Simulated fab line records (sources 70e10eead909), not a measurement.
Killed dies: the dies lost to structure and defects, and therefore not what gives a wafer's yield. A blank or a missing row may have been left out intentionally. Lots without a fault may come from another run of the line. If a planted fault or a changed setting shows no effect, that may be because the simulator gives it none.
fab line records :: flow nandHarc
record:
  lots: 13
  wafers: 39
  lastDay: 24
route steps=1159 shown P_ZERO_WELL@26 P_GATE@132
lots that met no fault: from a run of the same line without faults
startH: start of the lot's first displayed wafer, in hours after the record's first day :: waitH: hours since the lot's step before :: " unchanged from the row above :: L1.1+2: several wafers, shown together as one row :: - either no value or no given start :: * or withheld: withheld :: < > ~ a bound
route shown NAME@n: NAME is a module with steps in the file, n the number in the route of the first one :: usual: average and standard deviation across the fault-free wafers :: same: alike in all rows :: chamber/n: place in a boat :: sites: the reading at each site :: _std_site: their standard deviation :: _edge_site: the outer-site mean with the inner-site mean subtracted :: radiusMm: for every site, how far away it sits from the centre of the wafer :: mask NAME#n: copy n :: behind: the last tool/chamber to shape the wafer :: hold: reason for holding the lot/hours on hold/outcome of the hold :: device: whichever transistor did not switch (one of n, p or np) :: end of line: tests run on the same wafers once the route is complete :: a step without rows: its recipe alone :: killed: count of dies lost to structure and defects at first sort (not the wafer's yield) :: map: a wafer's dies, marking killed ones x, the rest . and places with no die _
set.NAME: the run value of the setting; set.NAME@STEP: its run value at that earlier step :: model.NAME: the simulator's own value behind a step, which no gauge read
one table for each step of the route and one row for each wafer, over a sample of lots
services: the hour from which a tool's chamber was out of use, counted from the record's first day as startH (under 0 if before that day), plus the number of hours and why
== steps ==
step: NHARC_P_ZERO_WELL_EXPOSE_21
recipe:
  na: 0.6
  targetCdNm: 720
  doseMj: 22.31
  maskId: P_NWELL
same:
  na: 0.6
lot.wafer: L660.4+5+6
tool: krfScanner-01
chamber: 0
startH: 14.21
waitH: -
mask: P_NWELL#0

lot.wafer: L661.2+4+6
tool: krfScanner-01
chamber: 0
startH: 20.31
waitH: -
mask: P_NWELL#0

lot.wafer: L664.2+3+4
tool: krfScanner-01
chamber: 0
startH: 38.49
waitH: -
mask: P_NWELL#0

lot.wafer: L667.2+3+4
tool: krfScanner-04
chamber: 0
startH: 56.50
waitH: -
mask: P_NWELL#0

lot.wafer: L668.1+5+6
tool: krfScanner-04
chamber: 0
startH: 62.34
waitH: -
mask: P_NWELL#0

lot.wafer: L669.1+2+5
tool: krfScanner-01
chamber: 0
startH: 68.46
waitH: -
mask: P_NWELL_R1#0

lot.wafer: L672.1+2+4
tool: krfScanner-02
chamber: 0
startH: 86.55
waitH: -
mask: P_NWELL#0

lot.wafer: L677.4+5+6
tool: krfScanner-02
chamber: 0
startH: 116.53
waitH: -
mask: P_NWELL#0

lot.wafer: L678.2+3+6
tool: krfScanner-04
chamber: 0
startH: 122.30
waitH: -
mask: P_NWELL#0

lot.wafer: L679.1+3+4
tool: krfScanner-01
chamber: 0
startH: 128.43
waitH: -
mask: P_NWELL#0

lot.wafer: L680.2+3+4
tool: krfScanner-02
chamber: 0
startH: 134.77
waitH: -
mask: P_NWELL#0

lot.wafer: L682.2+5+6
tool: krfScanner-02
chamber: 0
startH: 146.48
waitH: -
mask: P_NWELL#0

lot.wafer: L683.1+3+5
tool: krfScanner-04
chamber: 0
startH: 152.44
waitH: -
mask: P_NWELL#0
step: NHARC_P_ZERO_WELL_CD_MEAS_24
recipe:
  targetCdNm: 720
  landingEnergyEv: 500
usual:
  cdNm: 719.9/1.2
lot.wafer: L660.4
tool: cdSem-02
chamber: 0
startH: 14.35
waitH: -
cdNm: 719.5

lot.wafer: L660.5
tool: cdSem-02
chamber: 0
startH: 14.35
waitH: -
cdNm: 718.7

lot.wafer: L660.6
tool: cdSem-02
chamber: 0
startH: 14.35
waitH: -
cdNm: 720.1

lot.wafer: L661.2
tool: cdSem-02
chamber: 0
startH: 20.47
waitH: -
cdNm: 721.9

lot.wafer: L661.4
tool: cdSem-02
chamber: 0
startH: 20.47
waitH: -
cdNm: 721.4

lot.wafer: L661.6
tool: cdSem-02
chamber: 0
startH: 20.47
waitH: -
cdNm: 721.0

lot.wafer: L664.2
tool: cdSem-03
chamber: 0
startH: 38.65
waitH: -
cdNm: 718.1

lot.wafer: L664.3
tool: cdSem-03
chamber: 0
startH: 38.65
waitH: -
cdNm: 717.2

lot.wafer: L664.4
tool: cdSem-03
chamber: 0
startH: 38.65
waitH: -
cdNm: 717.4

lot.wafer: L667.2
tool: cdSem-01
chamber: 0
startH: 56.65
waitH: -
cdNm: 718.9

lot.wafer: L667.3
tool: cdSem-01
chamber: 0
startH: 56.65
waitH: -
cdNm: 719.6

lot.wafer: L667.4
tool: cdSem-01
chamber: 0
startH: 56.65
waitH: -
cdNm: 719.5

lot.wafer: L668.1
tool: cdSem-01
chamber: 0
startH: 62.50
waitH: -
cdNm: 718.2

lot.wafer: L668.5
tool: cdSem-01
chamber: 0
startH: 62.50
waitH: -
cdNm: 721.0

lot.wafer: L668.6
tool: cdSem-01
chamber: 0
startH: 62.50
waitH: -
cdNm: 719.0

lot.wafer: L669.1
tool: cdSem-01
chamber: 0
startH: 68.62
waitH: -
cdNm: 709.7

lot.wafer: L669.2
tool: cdSem-01
chamber: 0
startH: 68.62
waitH: -
cdNm: 708.1

lot.wafer: L669.5
tool: cdSem-01
chamber: 0
startH: 68.62
waitH: -
cdNm: 709.5

lot.wafer: L672.1
tool: cdSem-03
chamber: 0
startH: 86.72
waitH: -
cdNm: 719.1

lot.wafer: L672.2
tool: cdSem-03
chamber: 0
startH: 86.72
waitH: -
cdNm: 719.3

lot.wafer: L672.4
tool: cdSem-03
chamber: 0
startH: 86.72
waitH: -
cdNm: 719.6

lot.wafer: L677.4
tool: cdSem-03
chamber: 0
startH: 116.69
waitH: -
cdNm: 720.8

lot.wafer: L677.5
tool: cdSem-03
chamber: 0
startH: 116.69
waitH: -
cdNm: 720.6

lot.wafer: L677.6
tool: cdSem-03
chamber: 0
startH: 116.69
waitH: -
cdNm: 720.7

lot.wafer: L678.2
tool: cdSem-01
chamber: 0
startH: 122.45
waitH: -
cdNm: 719.2

lot.wafer: L678.3
tool: cdSem-01
chamber: 0
startH: 122.45
waitH: -
cdNm: 720.7

lot.wafer: L678.6
tool: cdSem-01
chamber: 0
startH: 122.45
waitH: -
cdNm: 718.5

lot.wafer: L679.1
tool: cdSem-01
chamber: 0
startH: 128.58
waitH: -
cdNm: 719.7

lot.wafer: L679.3
tool: cdSem-01
chamber: 0
startH: 128.58
waitH: -
cdNm: 720.2

lot.wafer: L679.4
tool: cdSem-01
chamber: 0
startH: 128.58
waitH: -
cdNm: 720.6

lot.wafer: L680.2
tool: cdSem-01
chamber: 0
startH: 134.92
waitH: -
cdNm: 717.8

lot.wafer: L680.3
tool: cdSem-01
chamber: 0
startH: 134.92
waitH: -
cdNm: 720.7

lot.wafer: L680.4
tool: cdSem-01
chamber: 0
startH: 134.92
waitH: -
cdNm: 717.7

lot.wafer: L682.2
tool: cdSem-02
chamber: 0
startH: 146.63
waitH: -
cdNm: 722.3

lot.wafer: L682.5
tool: cdSem-02
chamber: 0
startH: 146.63
waitH: -
cdNm: 720.8

lot.wafer: L682.6
tool: cdSem-02
chamber: 0
startH: 146.63
waitH: -
cdNm: 721.5

lot.wafer: L683.1
tool: cdSem-01
chamber: 0
startH: 152.60
waitH: -
cdNm: 719.1

lot.wafer: L683.3
tool: cdSem-01
chamber: 0
startH: 152.60
waitH: -
cdNm: 720.6

lot.wafer: L683.5
tool: cdSem-01
chamber: 0
startH: 152.60
waitH: -
cdNm: 719.2
step: NHARC_P_GATE_DEP_103
recipe:
  targetThkA: 300
  targetThkNm: 30
  tempC: 400
  flowSccm: 200
  rfW: 350
  material: SiON
usual:
  heaterPowerW: 734/82
lot.wafer: L660.5
tool: pecvd-03
chamber: 0
startH: 78.90
waitH: 0.2
heaterPowerW: 783

lot.wafer: L660.4
tool: pecvd-03
chamber: 1
startH: 78.90
waitH: 0.2
heaterPowerW: 757

lot.wafer: L660.6
tool: pecvd-03
chamber: 2
startH: 78.90
waitH: 0.2
heaterPowerW: 765

lot.wafer: L661.2
tool: pecvd-01
chamber: 2
startH: 93.96
waitH: 0.5
heaterPowerW: 756

lot.wafer: L661.4
tool: pecvd-01
chamber: 1
startH: 93.96
waitH: 0.5
heaterPowerW: 678

lot.wafer: L661.6
tool: pecvd-01
chamber: 1
startH: 93.96
waitH: 0.5
heaterPowerW: 665

lot.wafer: L664.3
tool: pecvd-01
chamber: 1
startH: 112.60
waitH: 0.3
heaterPowerW: 612

lot.wafer: L664.2
tool: pecvd-01
chamber: 0
startH: 112.60
waitH: 0.3
heaterPowerW: 766

lot.wafer: L664.4
tool: pecvd-01
chamber: 1
startH: 112.60
waitH: 0.3
heaterPowerW: 624

lot.wafer: L667.3
tool: pecvd-01
chamber: 0
startH: 132.90
waitH: 0.5
heaterPowerW: 736

lot.wafer: L667.2
tool: pecvd-01
chamber: 2
startH: 132.90
waitH: 0.5
heaterPowerW: 744

lot.wafer: L667.4
tool: pecvd-01
chamber: 1
startH: 132.90
waitH: 0.5
heaterPowerW: 585

lot.wafer: L668.1
tool: pecvd-01
chamber: 1
startH: 139.18
waitH: 0.6
heaterPowerW: 655

lot.wafer: L668.5
tool: pecvd-01
chamber: 1
startH: 139.18
waitH: 0.6
heaterPowerW: 672

lot.wafer: L668.6
tool: pecvd-01
chamber: 2
startH: 139.18
waitH: 0.6
heaterPowerW: 757

lot.wafer: L669.2
tool: pecvd-01
chamber: 0
startH: 147.34
waitH: 0.5
heaterPowerW: 748

lot.wafer: L669.1
tool: pecvd-01
chamber: 1
startH: 147.34
waitH: 0.5
heaterPowerW: 647

lot.wafer: L669.5
tool: pecvd-01
chamber: 1
startH: 147.34
waitH: 0.5
heaterPowerW: 647

lot.wafer: L672.1
tool: pecvd-04
chamber: 1
startH: 170.29
waitH: 0.6
heaterPowerW: 679

lot.wafer: L672.2
tool: pecvd-04
chamber: 2
startH: 170.29
waitH: 0.6
heaterPowerW: 654

lot.wafer: L672.4
tool: pecvd-04
chamber: 1
startH: 170.29
waitH: 0.6
heaterPowerW: 675

lot.wafer: L678.3
tool: pecvd-01
chamber: 1
startH: 194.89
waitH: 0.3
heaterPowerW: 576

lot.wafer: L678.2
tool: pecvd-01
chamber: 2
startH: 194.89
waitH: 0.3
heaterPowerW: 682

lot.wafer: L678.6
tool: pecvd-01
chamber: 2
startH: 194.89
waitH: 0.3
heaterPowerW: 716

lot.wafer: L677.4
tool: pecvd-01
chamber: 0
startH: 195.66
waitH: 0.4
heaterPowerW: 795

lot.wafer: L677.5
tool: pecvd-01
chamber: 1
startH: 195.66
waitH: 0.4
heaterPowerW: 571

lot.wafer: L677.6
tool: pecvd-01
chamber: 2
startH: 195.66
waitH: 0.4
heaterPowerW: 750

lot.wafer: L680.2
tool: pecvd-04
chamber: 2
startH: 213.29
waitH: 0.5
heaterPowerW: 800

lot.wafer: L680.3
tool: pecvd-04
chamber: 0
startH: 213.29
waitH: 0.5
heaterPowerW: 851

lot.wafer: L680.4
tool: pecvd-04
chamber: 0
startH: 213.29
waitH: 0.5
heaterPowerW: 842

lot.wafer: L679.1
tool: pecvd-04
chamber: 1
startH: 213.93
waitH: 0.6
heaterPowerW: 729

lot.wafer: L679.3
tool: pecvd-04
chamber: 2
startH: 213.93
waitH: 0.6
heaterPowerW: 804

lot.wafer: L679.4
tool: pecvd-04
chamber: 2
startH: 213.93
waitH: 0.6
heaterPowerW: 795

lot.wafer: L682.2
tool: pecvd-01
chamber: 1
startH: 220.62
waitH: 0.4
heaterPowerW: 575

lot.wafer: L682.5
tool: pecvd-01
chamber: 2
startH: 220.62
waitH: 0.4
heaterPowerW: 730

lot.wafer: L682.6
tool: pecvd-01
chamber: 0
startH: 220.62
waitH: 0.4
heaterPowerW: 791

lot.wafer: L683.3
tool: pecvd-04
chamber: 0
startH: 221.27
waitH: 0.3
heaterPowerW: 784

lot.wafer: L683.1
tool: pecvd-04
chamber: 1
startH: 221.27
waitH: 0.3
heaterPowerW: 634

lot.wafer: L683.5
tool: pecvd-04
chamber: 1
startH: 221.27
waitH: 0.3
heaterPowerW: 621
step: NHARC_P_GATE_CD_MEAS_26
recipe:
  targetCdNm: 120
  landingEnergyEv: 500
usual:
  cdNm: 120.1/0.47
lot.wafer: L660.4
tool: cdSem-02
chamber: 0
startH: 79.50
waitH: -
cdNm: 120.3

lot.wafer: L660.5
tool: cdSem-02
chamber: 0
startH: 79.50
waitH: -
cdNm: 120.5

lot.wafer: L660.6
tool: cdSem-02
chamber: 0
startH: 79.50
waitH: -
cdNm: 120.1

lot.wafer: L661.2
tool: cdSem-01
chamber: 0
startH: 94.68
waitH: -
cdNm: 120.0

lot.wafer: L661.4
tool: cdSem-01
chamber: 0
startH: 94.68
waitH: -
cdNm: 120.0

lot.wafer: L661.6
tool: cdSem-01
chamber: 0
startH: 94.68
waitH: -
cdNm: 119.9

lot.wafer: L664.2
tool: cdSem-02
chamber: 0
startH: 113.28
waitH: -
cdNm: 119.2

lot.wafer: L664.3
tool: cdSem-02
chamber: 0
startH: 113.28
waitH: -
cdNm: 119.9

lot.wafer: L664.4
tool: cdSem-02
chamber: 0
startH: 113.28
waitH: -
cdNm: 119.8

lot.wafer: L667.2
tool: cdSem-03
chamber: 0
startH: 133.45
waitH: -
cdNm: 119.7

lot.wafer: L667.3
tool: cdSem-03
chamber: 0
startH: 133.45
waitH: -
cdNm: 120.4

lot.wafer: L667.4
tool: cdSem-03
chamber: 0
startH: 133.45
waitH: -
cdNm: 120.1

lot.wafer: L668.1
tool: cdSem-02
chamber: 0
startH: 139.70
waitH: -
cdNm: 120.2

lot.wafer: L668.5
tool: cdSem-02
chamber: 0
startH: 139.70
waitH: -
cdNm: 120.7

lot.wafer: L668.6
tool: cdSem-02
chamber: 0
startH: 139.70
waitH: -
cdNm: 120.2

lot.wafer: L669.1
tool: cdSem-02
chamber: 0
startH: 147.87
waitH: -
cdNm: 119.5

lot.wafer: L669.2
tool: cdSem-02
chamber: 0
startH: 147.87
waitH: -
cdNm: 119.9

lot.wafer: L669.5
tool: cdSem-02
chamber: 0
startH: 147.87
waitH: -
cdNm: 120.6

lot.wafer: L672.1
tool: cdSem-02
chamber: 0
startH: 171.00
waitH: -
cdNm: 119.7

lot.wafer: L672.2
tool: cdSem-02
chamber: 0
startH: 171.00
waitH: -
cdNm: 119.5

lot.wafer: L672.4
tool: cdSem-02
chamber: 0
startH: 171.00
waitH: -
cdNm: 119.2

lot.wafer: L678.2
tool: cdSem-01
chamber: 0
startH: 195.46
waitH: -
cdNm: 120.8

lot.wafer: L678.3
tool: cdSem-01
chamber: 0
startH: 195.46
waitH: -
cdNm: 120.1

lot.wafer: L678.6
tool: cdSem-01
chamber: 0
startH: 195.46
waitH: -
cdNm: 120.0

lot.wafer: L677.4
tool: cdSem-01
chamber: 0
startH: 196.13
waitH: -
cdNm: 119.8

lot.wafer: L677.5
tool: cdSem-01
chamber: 0
startH: 196.13
waitH: -
cdNm: 120.3

lot.wafer: L677.6
tool: cdSem-01
chamber: 0
startH: 196.13
waitH: -
cdNm: 119.7

lot.wafer: L680.2
tool: cdSem-02
chamber: 0
startH: 213.82
waitH: -
cdNm: 119.6

lot.wafer: L680.3
tool: cdSem-02
chamber: 0
startH: 213.82
waitH: -
cdNm: 120.1

lot.wafer: L680.4
tool: cdSem-02
chamber: 0
startH: 213.82
waitH: -
cdNm: 119.2

lot.wafer: L679.1
tool: cdSem-01
chamber: 0
startH: 214.46
waitH: -
cdNm: 120.2

lot.wafer: L679.3
tool: cdSem-01
chamber: 0
startH: 214.46
waitH: -
cdNm: 120.6

lot.wafer: L679.4
tool: cdSem-01
chamber: 0
startH: 214.46
waitH: -
cdNm: 119.5

lot.wafer: L682.2
tool: cdSem-03
chamber: 0
startH: 221.18
waitH: -
cdNm: 120.6

lot.wafer: L682.5
tool: cdSem-03
chamber: 0
startH: 221.18
waitH: -
cdNm: 120.7

lot.wafer: L682.6
tool: cdSem-03
chamber: 0
startH: 221.18
waitH: -
cdNm: 120.8

lot.wafer: L683.1
tool: cdSem-01
chamber: 0
startH: 221.82
waitH: -
cdNm: 119.4

lot.wafer: L683.3
tool: cdSem-01
chamber: 0
startH: 221.82
waitH: -
cdNm: 119.6

lot.wafer: L683.5
tool: cdSem-01
chamber: 0
startH: 221.82
waitH: -
cdNm: 120.4
step: NHARC_P_GATE_STRIP_101
recipe:
  timeS: 20
  o2FlowSccm: 500
  arFlowSccm: 0
  biasW: 0
  chemistry: O2
usual:
  drypumpMotorCurrentA: 5.79/0.26
  oesProductAu: 1.001/0.0076
  rfVppV: 57.9/0.89
  showerheadPlenumPTorr: 3.62/0.14
  throttleValvePct: 17.035/0.01
same:
  timeS: 20
lot.wafer: L660.4
tool: rieDiel-10
chamber: 3
startH: 90.74
waitH: 0.1
drypumpMotorCurrentA: 5.88
oesProductAu: 0.995
rfHoursCounterH: 14
rfVppV: 57.8
showerheadPlenumPTorr: 3.76
throttleValvePct: 17.020

lot.wafer: L660.5
tool: rieDiel-10
chamber: 1
startH: 90.74
waitH: 0.1
drypumpMotorCurrentA: 5.65
oesProductAu: 1.009
rfHoursCounterH: -
rfVppV: 59.3
showerheadPlenumPTorr: 3.54
throttleValvePct: 17.039

lot.wafer: L660.6
tool: rieDiel-10
chamber: 2
startH: 90.74
waitH: 0.1
drypumpMotorCurrentA: 6.10
oesProductAu: 1.008
rfHoursCounterH: -
rfVppV: 57.4
showerheadPlenumPTorr: 3.66
throttleValvePct: 17.032

lot.wafer: L661.2
tool: rieDiel-10
chamber: 3
startH: 105.81
waitH: 0.1
drypumpMotorCurrentA: 5.90
oesProductAu: 0.999
rfHoursCounterH: 16
rfVppV: 58.4
showerheadPlenumPTorr: 3.76
throttleValvePct: 17.031

lot.wafer: L661.4
tool: rieDiel-10
chamber: 2
startH: 105.81
waitH: 0.1
drypumpMotorCurrentA: 6.05
oesProductAu: 1.014
rfHoursCounterH: 17
rfVppV: 57.7
showerheadPlenumPTorr: 3.66
throttleValvePct: 17.046

lot.wafer: L661.6
tool: rieDiel-10
chamber: 0
startH: 105.81
waitH: 0.1
drypumpMotorCurrentA: 5.31
oesProductAu: 1.010
rfHoursCounterH: -
rfVppV: 57.9
showerheadPlenumPTorr: 3.74
throttleValvePct: 17.025

lot.wafer: L664.2
tool: rieDiel-03
chamber: 3
startH: 127.89
waitH: 0.1
drypumpMotorCurrentA: 6.06
oesProductAu: 0.996
rfHoursCounterH: 30
rfVppV: 57.9
showerheadPlenumPTorr: 3.66
throttleValvePct: 17.047

lot.wafer: L664.4
tool: rieDiel-03
chamber: 0
startH: 127.89
waitH: 0.1
drypumpMotorCurrentA: 5.50
oesProductAu: 0.994
rfHoursCounterH: 29
rfVppV: 56.8
showerheadPlenumPTorr: 3.61
throttleValvePct: 17.035

lot.wafer: L664.3
tool: rieDiel-03
chamber: 1
startH: 127.89
waitH: 0.1
drypumpMotorCurrentA: 5.76
oesProductAu: 0.981
rfHoursCounterH: 30
rfVppV: 58.9
showerheadPlenumPTorr: 3.79
throttleValvePct: 17.036

lot.wafer: L667.4
tool: rieDiel-10
chamber: 0
startH: 144.50
waitH: 0.1
drypumpMotorCurrentA: 5.30
oesProductAu: 1.007
rfHoursCounterH: 24
rfVppV: 59.3
showerheadPlenumPTorr: 3.73
throttleValvePct: 17.069

lot.wafer: L667.3
tool: rieDiel-10
chamber: 2
startH: 144.50
waitH: 0.1
drypumpMotorCurrentA: 6.05
oesProductAu: 1.006
rfHoursCounterH: 21
rfVppV: 58.9
showerheadPlenumPTorr: 3.65
throttleValvePct: 17.033

lot.wafer: L667.2
tool: rieDiel-10
chamber: 3
startH: 144.50
waitH: 0.1
drypumpMotorCurrentA: 5.90
oesProductAu: 0.995
rfHoursCounterH: 20
rfVppV: 58.2
showerheadPlenumPTorr: 3.76
throttleValvePct: 17.036

lot.wafer: L668.1
tool: rieDiel-10
chamber: 1
startH: 151.37
waitH: 0.1
drypumpMotorCurrentA: 5.64
oesProductAu: 1.005
rfHoursCounterH: 25
rfVppV: 57.7
showerheadPlenumPTorr: 3.53
throttleValvePct: 17.027

lot.wafer: L668.6
tool: rieDiel-10
chamber: 1
startH: 151.37
waitH: 0.1
drypumpMotorCurrentA: 5.65
oesProductAu: 1.010
rfHoursCounterH: -
rfVppV: 57.2
showerheadPlenumPTorr: 3.53
throttleValvePct: 17.024

lot.wafer: L668.5
tool: rieDiel-10
chamber: 2
startH: 151.37
waitH: 0.1
drypumpMotorCurrentA: 6.05
oesProductAu: 1.003
rfHoursCounterH: -
rfVppV: 58.5
showerheadPlenumPTorr: 3.65
throttleValvePct: 17.026

lot.wafer: L669.1
tool: rieDiel-10
chamber: 0
startH: 159.83
waitH: 0.1
drypumpMotorCurrentA: 5.32
oesProductAu: 0.991
rfHoursCounterH: 28
rfVppV: 56.7
showerheadPlenumPTorr: 3.73
throttleValvePct: 17.036

lot.wafer: L669.2
tool: rieDiel-10
chamber: 1
startH: 159.83
waitH: 0.1
drypumpMotorCurrentA: 5.63
oesProductAu: 0.999
rfHoursCounterH: 27
rfVppV: 57.6
showerheadPlenumPTorr: 3.53
throttleValvePct: 17.029

lot.wafer: L669.5
tool: rieDiel-10
chamber: 3
startH: 159.83
waitH: 0.1
drypumpMotorCurrentA: 5.89
oesProductAu: 0.995
rfHoursCounterH: -
rfVppV: 59.2
showerheadPlenumPTorr: 3.76
throttleValvePct: 17.037

lot.wafer: L672.2
tool: rieDiel-07
chamber: 0
startH: 182.32
waitH: 0.1
drypumpMotorCurrentA: 6.28
oesProductAu: 1.007
rfHoursCounterH: 46
rfVppV: 56.0
showerheadPlenumPTorr: 3.29
throttleValvePct: 17.025

lot.wafer: L672.4
tool: rieDiel-07
chamber: 1
startH: 182.32
waitH: 0.1
drypumpMotorCurrentA: 5.57
oesProductAu: 1.006
rfHoursCounterH: 42
rfVppV: 56.7
showerheadPlenumPTorr: 3.34
throttleValvePct: 17.014

lot.wafer: L672.1
tool: rieDiel-07
chamber: 3
startH: 182.32
waitH: 0.1
drypumpMotorCurrentA: 5.69
oesProductAu: 1.005
rfHoursCounterH: 45
rfVppV: 58.7
showerheadPlenumPTorr: 3.63
throttleValvePct: 17.014

lot.wafer: L678.3
tool: rieDiel-03
chamber: 2
startH: 206.89
waitH: 0.1
drypumpMotorCurrentA: 5.78
oesProductAu: 0.994
rfHoursCounterH: 70
rfVppV: 56.7
showerheadPlenumPTorr: 3.61
throttleValvePct: 17.055

lot.wafer: L678.2
tool: rieDiel-03
chamber: 3
startH: 206.89
waitH: 0.1
drypumpMotorCurrentA: 6.07
oesProductAu: 1.005
rfHoursCounterH: 69
rfVppV: 58.6
showerheadPlenumPTorr: 3.64
throttleValvePct: 17.040

lot.wafer: L678.6
tool: rieDiel-03
chamber: 2
startH: 206.89
waitH: 0.1
drypumpMotorCurrentA: 5.77
oesProductAu: 1.002
rfHoursCounterH: -
rfVppV: 56.6
showerheadPlenumPTorr: 3.61
throttleValvePct: 17.035

lot.wafer: L677.4
tool: rieDiel-10
chamber: 2
startH: 207.28
waitH: 0.1
drypumpMotorCurrentA: 6.03
oesProductAu: 0.986
rfHoursCounterH: 5
rfVppV: 57.9
showerheadPlenumPTorr: 3.65
throttleValvePct: 17.056

lot.wafer: L677.6
tool: rieDiel-10
chamber: 0
startH: 207.28
waitH: 0.1
drypumpMotorCurrentA: 5.34
oesProductAu: 1.002
rfHoursCounterH: -
rfVppV: 58.3
showerheadPlenumPTorr: 3.73
throttleValvePct: 17.031

lot.wafer: L677.5
tool: rieDiel-10
chamber: 1
startH: 207.28
waitH: 0.1
drypumpMotorCurrentA: 5.62
oesProductAu: 1.007
rfHoursCounterH: -
rfVppV: 58.3
showerheadPlenumPTorr: 3.53
throttleValvePct: 17.030

lot.wafer: L680.2
tool: rieDiel-10
chamber: 3
startH: 225.04
waitH: 0.1
drypumpMotorCurrentA: 5.88
oesProductAu: 1.003
rfHoursCounterH: 10
rfVppV: 58.6
showerheadPlenumPTorr: 3.75
throttleValvePct: 17.033

lot.wafer: L680.3
tool: rieDiel-10
chamber: 1
startH: 225.04
waitH: 0.1
drypumpMotorCurrentA: 5.66
oesProductAu: 0.997
rfHoursCounterH: 10
rfVppV: 57.7
showerheadPlenumPTorr: 3.53
throttleValvePct: 17.032

lot.wafer: L680.4
tool: rieDiel-10
chamber: 2
startH: 225.04
waitH: 0.1
drypumpMotorCurrentA: 6.08
oesProductAu: 1.011
rfHoursCounterH: 9
rfVppV: 57.6
showerheadPlenumPTorr: 3.65
throttleValvePct: 17.030

lot.wafer: L679.1
tool: rieDiel-10
chamber: 2
startH: 231.32
waitH: 0.1
drypumpMotorCurrentA: 6.06
oesProductAu: 1.014
rfHoursCounterH: 11
rfVppV: 58.1
showerheadPlenumPTorr: 3.64
throttleValvePct: 17.024

lot.wafer: L679.3
tool: rieDiel-10
chamber: 3
startH: 231.32
waitH: 0.1
drypumpMotorCurrentA: 5.92
oesProductAu: 0.994
rfHoursCounterH: 12
rfVppV: 59.0
showerheadPlenumPTorr: 3.75
throttleValvePct: 17.048

lot.wafer: L679.4
tool: rieDiel-10
chamber: 1
startH: 231.32
waitH: 0.1
drypumpMotorCurrentA: 5.65
oesProductAu: 1.002
rfHoursCounterH: 12
rfVppV: 56.1
showerheadPlenumPTorr: 3.52
throttleValvePct: 17.029

lot.wafer: L682.2
tool: rieDiel-10
chamber: 1
startH: 232.27
waitH: 0.1
drypumpMotorCurrentA: 5.66
oesProductAu: 1.008
rfHoursCounterH: 12
rfVppV: 57.1
showerheadPlenumPTorr: 3.52
throttleValvePct: 17.043

lot.wafer: L682.5
tool: rieDiel-10
chamber: 3
startH: 232.27
waitH: 0.1
drypumpMotorCurrentA: 5.89
oesProductAu: 1.000
rfHoursCounterH: -
rfVppV: 57.9
showerheadPlenumPTorr: 3.75
throttleValvePct: 17.039

lot.wafer: L682.6
tool: rieDiel-10
chamber: 0
startH: 232.27
waitH: 0.1
drypumpMotorCurrentA: 5.34
oesProductAu: 1.003
rfHoursCounterH: -
rfVppV: 57.4
showerheadPlenumPTorr: 3.73
throttleValvePct: 17.036

lot.wafer: L683.3
tool: rieDiel-03
chamber: 1
startH: 239.77
waitH: 0.1
drypumpMotorCurrentA: 5.76
oesProductAu: 0.994
rfHoursCounterH: 8
rfVppV: 58.9
showerheadPlenumPTorr: 3.77
throttleValvePct: 17.038

lot.wafer: L683.1
tool: rieDiel-03
chamber: 3
startH: 239.77
waitH: 0.1
drypumpMotorCurrentA: 6.06
oesProductAu: 1.008
rfHoursCounterH: 9
rfVppV: 57.6
showerheadPlenumPTorr: 3.63
throttleValvePct: 17.039

lot.wafer: L683.5
tool: rieDiel-03
chamber: 2
startH: 239.77
waitH: 0.1
drypumpMotorCurrentA: 5.78
oesProductAu: 0.999
rfHoursCounterH: -
rfVppV: 58.5
showerheadPlenumPTorr: 3.60
throttleValvePct: 17.036
== services ==
tool: pecvd-01
chamber: 1
startH: -4.71
hours: 13.9
kind: repair

tool: rieDiel-10
chamber: -
startH: -0.46
hours: 9.0
kind: pm

tool: krfScanner-04
chamber: -
startH: 5.32
hours: 1.1
kind: repair

tool: pecvd-04
chamber: -
startH: 14.00
hours: 13.0
kind: pm

tool: rieDiel-10
chamber: 2
startH: 21.05
hours: 2.6
kind: repair

tool: krfScanner-04
chamber: -
startH: 37.90
hours: 1.5
kind: repair

tool: krfScanner-02
chamber: -
startH: 38.00
hours: 4.0
kind: pm

tool: rieDiel-10
chamber: 3
startH: 47.92
hours: 9.2
kind: repair

tool: krfScanner-04
chamber: -
startH: 55.51
hours: 0.4
kind: repair

tool: pecvd-01
chamber: -
startH: 56.05
hours: 13.0
kind: pm

tool: krfScanner-02
chamber: -
startH: 60.02
hours: 2.6
kind: repair

tool: krfScanner-02
chamber: -
startH: 71.01
hours: 0.3
kind: repair

tool: krfScanner-01
chamber: -
startH: 77.76
hours: 0.3
kind: repair

tool: krfScanner-04
chamber: -
startH: 80.73
hours: 0.3
kind: repair

tool: pecvd-01
chamber: 0
startH: 83.88
hours: 10.2
kind: repair

tool: krfScanner-01
chamber: -
startH: 84.00
hours: 4.0
kind: pm

tool: pecvd-01
chamber: 1
startH: 94.73
hours: 4.3
kind: repair

tool: krfScanner-01
chamber: -
startH: 116.77
hours: 0.3
kind: repair

tool: krfScanner-01
chamber: -
startH: 118.14
hours: 0.6
kind: repair

tool: rieDiel-10
chamber: -
startH: 126.92
hours: 0.3
kind: repair

tool: rieDiel-10
chamber: -
startH: 176.58
hours: 9.0
kind: pm

tool: rieDiel-10
chamber: 0
startH: 188.05
hours: 8.4
kind: repair

tool: krfScanner-01
chamber: -
startH: 194.66
hours: 2.3
kind: repair

tool: pecvd-01
chamber: -
startH: 237.05
hours: 13.0
kind: pm
== key ==
firstSign:
  step: NHARC_P_ZERO_WELL_EXPOSE_21
  reading: mask
  direction: changed
effect:
  step: NHARC_P_ZERO_WELL_CD_MEAS_24
  reading: cdNm
  direction: down
  sigmas: 9
  usual: 719.9
  struck: 709.1
metAt NHARC_P_ZERO_WELL_EXPOSE_21
struckLots L669
testerLeftOut L669
notActingAt NHARC_P_GATE_DEP_103,NHARC_P_GATE_CD_MEAS_26,NHARC_P_GATE_STRIP_101
onsetBetween 38.49 68.46
fault:
  kind: wrongMask
  tool: any
  chamber: -
  onsetH: 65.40
  steps: NHARC_P_ZERO_WELL_EXPOSE_21
  auxCopy: P_NWELL_R1#0
  cdOffsetNm: -11.668
  scope: struckLotsOnly
testerLeftOut: of these lots the tester's yield and bins aren't shown, on N5 and GAA mostly nor the transistor test; their killed dies are dies lost to structure and defects alone, not to doping, threshold or leakage, so they don't give the yield
